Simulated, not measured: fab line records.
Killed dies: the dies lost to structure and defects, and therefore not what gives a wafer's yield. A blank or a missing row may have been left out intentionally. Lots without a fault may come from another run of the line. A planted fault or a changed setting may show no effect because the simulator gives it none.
fab line records -- flow nand_harc
record: lots: 13, wafers: 39, last_day: 24
route steps=1159 shown P_ZERO_WELL@56 P_M0@263 P_M1@295
lots that met no fault: taken from a fault-free run of the same line
start_h: hours from the record's opening day to when the first of the lot's shown wafers began -- wait_h: hours since the lot's step before -- " unchanged from the row above -- L1.1+2: a single row standing in for several wafers -- - no value, or no start given -- * or withheld: withheld -- < > ~ a bound
route shown NAME@n: NAME is a module with steps in the file, n the number in the route of the first one -- usual: mean/standard deviation taken from wafers without a fault -- same: alike in all rows -- chamber/n: place in a boat -- sites: readings site by site -- _std_site: the standard deviation of these -- _edge_site: the outer-site mean with the inner-site mean subtracted -- radius_mm: how far each site lies from the wafer's centre -- mask NAME#n: copy n -- behind: tool/chamber where the wafer was last shaped -- hold: why the lot went on hold/how many hours it stayed there/how the hold came to an end -- device: the n, p or np transistor that did not switch -- end of line: tests of these same wafers at the route's end -- a step with no rows: only its recipe -- killed: dies lost to structure and defects at the first sort, not the wafer's yield -- map: the dies of a wafer, with x for killed, . for not killed, _ for no die there
set.NAME: the setting the step ran with; set.NAME@STEP: the setting that earlier step ran with -- model.NAME: the simulator's own value behind a step, which no gauge read
route steps across a sampled set of lots; one table per step, one row per wafer
services: from which hour (start_h, from the record's first day; less than 0 if before it) a tool's chamber was out of use, for how many hours, and why
== steps ==
step: NHARC_P_ZERO_WELL_EXPOSE_49
recipe: na: 0.6, target_cd_nm: 2000, dose_mj: 22.64, mask_id: P_HVPW
lot.wafer,tool,chamber,start_h,wait_h,mask
L157.2+3+5,krf_scanner-01,0,23.57,-,P_HVPW#0
L161.2+3+6,krf_scanner-01,0,47.41,-,P_HVPW#0
L162.2+4+6,krf_scanner-04,0,53.86,-,P_HVPW#0
L163.1+2+4,krf_scanner-02,0,59.63,-,P_HVPW#0
L164.1+3+5,krf_scanner-02,0,65.61,-,P_HVPW#0
L166.1+2+6,krf_scanner-02,0,77.70,-,P_HVPW#0
L167.1+4+5,krf_scanner-02,0,83.22,-,P_HVPW_R1#0
L171.1+2+5,krf_scanner-01,0,107.41,-,P_HVPW#0
L172.1+3+6,krf_scanner-02,0,113.49,-,P_HVPW#0
L176.1+4+6,krf_scanner-02,0,137.48,-,P_HVPW#0
L177.1+3+6,krf_scanner-02,0,143.68,-,P_HVPW#0
L178.2+4+5,krf_scanner-02,0,149.68,-,P_HVPW#0
L179.2+4+6,krf_scanner-02,0,155.48,-,P_HVPW#0
step: NHARC_P_ZERO_WELL_CD_MEAS_52
recipe: target_cd_nm: 2000, landing_energy_ev: 500
usual: cd_nm: 1998.7/2
lot.wafer,tool,chamber,start_h,wait_h,hold,cd_nm
L157.2,cd_sem-02,0,23.73,-,-,2002.5
L157.3,cd_sem-02,0,23.73,-,-,1999.9
L157.5,cd_sem-02,0,23.73,-,-,1999.4
L161.2,cd_sem-01,0,47.56,-,-,1999.1
L161.3,cd_sem-01,0,47.56,-,-,1999.0
L161.6,cd_sem-01,0,47.56,-,-,1998.8
L162.2,cd_sem-01,0,54.02,-,-,1996.7
L162.4,cd_sem-01,0,54.02,-,-,2000.8
L162.6,cd_sem-01,0,54.02,-,-,2002.6
L163.1,cd_sem-03,0,59.78,-,-,2001.0
L163.2,cd_sem-03,0,59.78,-,-,2000.3
L163.4,cd_sem-03,0,59.78,-,-,2001.4
L164.1,cd_sem-02,0,65.77,-,-,1997.4
L164.3,cd_sem-02,0,65.77,-,-,2000.3
L164.5,cd_sem-02,0,65.77,-,-,2002.3
L166.1,cd_sem-01,0,77.85,-,-,1999.6
L166.2,cd_sem-01,0,77.85,-,-,1998.2
L166.6,cd_sem-01,0,77.85,-,-,1996.6
L167.1,cd_sem-01,0,83.37,-,await_dispo/0.2h/release,1721.4
L167.4,cd_sem-01,0,83.37,-,await_dispo/0.2h/release,1722.3
L167.5,cd_sem-01,0,83.37,-,await_dispo/0.2h/release,1722.7
L167.1,cd_sem-01,0,-,-,-,1721.8
L167.4,cd_sem-01,0,-,-,-,1722.1
L167.5,cd_sem-01,0,-,-,-,1722.4
L171.1,cd_sem-01,0,107.57,-,-,1999.2
L171.2,cd_sem-01,0,107.57,-,-,2001.7
L171.5,cd_sem-01,0,107.57,-,-,1999.8
L172.1,cd_sem-01,0,113.65,-,-,1995.3
L172.3,cd_sem-01,0,113.65,-,-,2002.0
L172.6,cd_sem-01,0,113.65,-,-,2000.3
L176.1,cd_sem-02,0,137.64,-,-,1999.9
L176.4,cd_sem-02,0,137.64,-,-,1999.1
L176.6,cd_sem-02,0,137.64,-,-,1997.1
L177.1,cd_sem-01,0,143.84,-,-,1994.0
L177.3,cd_sem-01,0,143.84,-,-,1996.8
L177.6,cd_sem-01,0,143.84,-,-,1997.1
L178.2,cd_sem-03,0,149.83,-,-,1999.5
L178.4,cd_sem-03,0,149.83,-,-,2004.0
L178.5,cd_sem-03,0,149.83,-,-,2003.7
L179.2,cd_sem-01,0,155.64,-,-,1999.3
L179.4,cd_sem-01,0,155.64,-,-,1999.0
L179.6,cd_sem-01,0,155.64,-,-,1999.5
step: NHARC_P_M0_CD_MEAS_09
recipe: target_cd_nm: 90, landing_energy_ev: 500
usual: cd_nm: 89.5/0.8
lot.wafer,tool,chamber,start_h,wait_h,cd_nm
L157.2,cd_sem-03,0,130.15,-,88.5
L157.3,cd_sem-03,0,130.15,-,88.3
L157.5,cd_sem-03,0,130.15,-,88.3
L161.2,cd_sem-01,0,148.27,-,90.8
L161.3,cd_sem-01,0,148.27,-,90.6
L161.6,cd_sem-01,0,148.27,-,90.5
L162.2,cd_sem-01,0,151.65,-,90.3
L162.4,cd_sem-01,0,151.65,-,90.2
L162.6,cd_sem-01,0,151.65,-,91.1
L163.1,cd_sem-02,0,151.80,-,91.0
L163.2,cd_sem-02,0,151.80,-,90.0
L163.4,cd_sem-02,0,151.80,-,90.0
L166.1,cd_sem-02,0,166.24,-,90.0
L166.2,cd_sem-02,0,166.24,-,89.4
L166.6,cd_sem-02,0,166.24,-,87.9
L164.1,cd_sem-02,0,168.08,-,90.3
L164.3,cd_sem-02,0,168.08,-,90.6
L164.5,cd_sem-02,0,168.08,-,91.0
L171.1,cd_sem-01,0,215.95,-,90.3
L171.2,cd_sem-01,0,215.95,-,90.1
L171.5,cd_sem-01,0,215.95,-,89.0
L172.1,cd_sem-02,0,216.12,-,89.3
L172.3,cd_sem-02,0,216.12,-,88.3
L172.6,cd_sem-02,0,216.12,-,89.9
L177.1,cd_sem-01,0,243.51,-,90.4
L177.3,cd_sem-01,0,243.51,-,89.4
L177.6,cd_sem-01,0,243.51,-,91.3
L176.1,cd_sem-01,0,244.02,-,89.2
L176.4,cd_sem-01,0,244.02,-,89.4
L176.6,cd_sem-01,0,244.02,-,89.5
L178.2,cd_sem-01,0,245.74,-,89.5
L178.4,cd_sem-01,0,245.74,-,88.8
L178.5,cd_sem-01,0,245.74,-,90.7
L179.2,cd_sem-03,0,246.50,-,90.0
L179.4,cd_sem-03,0,246.50,-,89.7
L179.6,cd_sem-03,0,246.50,-,89.7
step: NHARC_P_M0_PVD_20
recipe: target_thk_a: 50, bias_v: 168.6, power_w: 15000, chamber_pressure_pa: 0.12, time_s: 8.06, substrate_temp_c: 50, material: TaN
usual: throttle_valve_pct: 30.2/1.2
lot.wafer,tool,chamber,start_h,wait_h,throttle_valve_pct
L157.3,pvd_sputter-01,-,-,-,31.1
L157.2,pvd_sputter-01,-,-,-,30.8
L157.5,pvd_sputter-01,-,-,-,28.6
L161.2,pvd_sputter-02,-,-,-,31.2
L161.3,pvd_sputter-02,-,-,-,32.2
L161.6,pvd_sputter-02,-,-,-,28.9
L162.2,pvd_sputter-01,-,-,-,31.1
L162.4,pvd_sputter-01,-,-,-,28.8
L162.6,pvd_sputter-01,-,-,-,31.2
L163.2,pvd_sputter-02,-,-,-,28.7
L163.1,pvd_sputter-02,-,-,-,29.5
L163.4,pvd_sputter-02,-,-,-,31.3
L166.1,pvd_sputter-02,-,-,-,32.2
L166.2,pvd_sputter-02,-,-,-,31.6
L166.6,pvd_sputter-02,-,-,-,28.9
L164.1,pvd_sputter-02,-,-,-,31.3
L164.3,pvd_sputter-02,-,-,-,28.9
L164.5,pvd_sputter-02,-,-,-,32.6
L171.1,pvd_sputter-03,-,-,-,30.1
L171.2,pvd_sputter-03,-,-,-,30.1
L171.5,pvd_sputter-03,-,-,-,30.6
L172.3,pvd_sputter-01,-,-,-,30.5
L172.1,pvd_sputter-01,-,-,-,28.8
L172.6,pvd_sputter-01,-,-,-,30.5
L177.1,pvd_sputter-01,-,-,-,29.0
L177.3,pvd_sputter-01,-,-,-,30.4
L177.6,pvd_sputter-01,-,-,-,28.9
L176.1,pvd_sputter-03,-,-,-,30.5
L176.4,pvd_sputter-03,-,-,-,29.9
L176.6,pvd_sputter-03,-,-,-,28.3
L178.4,pvd_sputter-01,-,-,-,28.8
L178.2,pvd_sputter-01,-,-,-,30.5
L178.5,pvd_sputter-01,-,-,-,28.8
L179.2,pvd_sputter-03,-,-,-,30.2
L179.4,pvd_sputter-03,-,-,-,30.5
L179.6,pvd_sputter-03,-,-,-,28.0
step: NHARC_P_M1_CD_MEAS_09
recipe: target_cd_nm: 130, landing_energy_ev: 500
usual: cd_nm: 130.0/0.72
lot.wafer,tool,chamber,start_h,wait_h,cd_nm
L157.2,cd_sem-01,0,134.24,-,129.7
L157.3,cd_sem-01,0,134.24,-,130.2
L157.5,cd_sem-01,0,134.24,-,129.6
L161.2,cd_sem-02,0,152.39,-,130.2
L161.3,cd_sem-02,0,152.39,-,130.7
L161.6,cd_sem-02,0,152.39,-,129.3
L162.2,cd_sem-02,0,155.56,-,128.4
L162.4,cd_sem-02,0,155.56,-,130.3
L162.6,cd_sem-02,0,155.56,-,130.3
L163.1,cd_sem-01,0,155.83,-,131.0
L163.2,cd_sem-01,0,155.83,-,129.8
L163.4,cd_sem-01,0,155.83,-,128.6
L166.1,cd_sem-03,0,170.46,-,130.4
L166.2,cd_sem-03,0,170.46,-,130.1
L166.6,cd_sem-03,0,170.46,-,130.5
L164.1,cd_sem-02,0,172.40,-,129.9
L164.3,cd_sem-02,0,172.40,-,131.0
L164.5,cd_sem-02,0,172.40,-,129.5
L171.1,cd_sem-01,0,220.06,-,129.7
L171.2,cd_sem-01,0,220.06,-,129.6
L171.5,cd_sem-01,0,220.06,-,130.4
L172.1,cd_sem-03,0,220.34,-,129.7
L172.3,cd_sem-03,0,220.34,-,129.9
L172.6,cd_sem-03,0,220.34,-,130.0
L177.1,cd_sem-02,0,248.47,-,128.9
L177.3,cd_sem-02,0,248.47,-,130.9
L177.6,cd_sem-02,0,248.47,-,130.1
L176.1,cd_sem-02,0,249.16,-,130.5
L176.4,cd_sem-02,0,249.16,-,130.6
L176.6,cd_sem-02,0,249.16,-,128.4
L178.2,cd_sem-01,0,250.31,-,130.3
L178.4,cd_sem-01,0,250.31,-,130.5
L178.5,cd_sem-01,0,250.31,-,131.0
L179.2,cd_sem-02,0,250.72,-,129.2
L179.4,cd_sem-02,0,250.72,-,130.1
L179.6,cd_sem-02,0,250.72,-,130.2
== services ==
tool,chamber,start_h,hours,kind
krf_scanner-01,-,4.54,0.3,repair
pvd_sputter-01,-,22.24,6.3,repair
pvd_sputter-02,-,36.00,10.0,pm
krf_scanner-02,-,36.51,18.6,repair
krf_scanner-04,-,54.36,4.5,repair
krf_scanner-01,-,84.00,4.0,pm
krf_scanner-04,-,89.32,19.1,repair
krf_scanner-02,-,98.81,0.7,repair
pvd_sputter-03,-,102.05,10.0,pm
krf_scanner-04,-,126.00,4.0,pm
pvd_sputter-02,-,143.62,3.0,repair
pvd_sputter-01,-,158.02,10.0,pm
pvd_sputter-03,-,160.72,0.7,repair
pvd_sputter-03,-,163.43,1.7,repair
krf_scanner-04,-,204.44,0.3,repair
pvd_sputter-02,-,214.00,10.0,pm
krf_scanner-02,-,227.06,4.0,pm
krf_scanner-01,-,234.46,1.4,repair
pvd_sputter-03,-,234.53,9.4,repair
krf_scanner-02,-,237.52,10.2,repair
== key ==
first_sign: step: NHARC_P_ZERO_WELL_EXPOSE_49, reading: mask, direction: changed
effect: step: NHARC_P_ZERO_WELL_CD_MEAS_52, reading: visit, direction: added
effect: step: NHARC_P_ZERO_WELL_CD_MEAS_52, reading: cd_nm, direction: down, sigmas: 99+, usual: 1998.7, struck: 1722.1
met_at NHARC_P_ZERO_WELL_EXPOSE_49
struck_lots L167
scrapped_behind NHARC_P_ZERO_WELL_CD_MEAS_52 L167.1,L167.4,L167.5
not_acting_at NHARC_P_M0_CD_MEAS_09,NHARC_P_M0_PVD_20,NHARC_P_M1_CD_MEAS_09
onset_between 77.70 83.22
fault: kind: wrong_mask, tool: any, chamber: -, onset_h: 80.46, steps: NHARC_P_ZERO_WELL_EXPOSE_49, aux_copy: P_HVPW_R1#0, cd_offset_nm: -276.99, scope: struck_lots_only
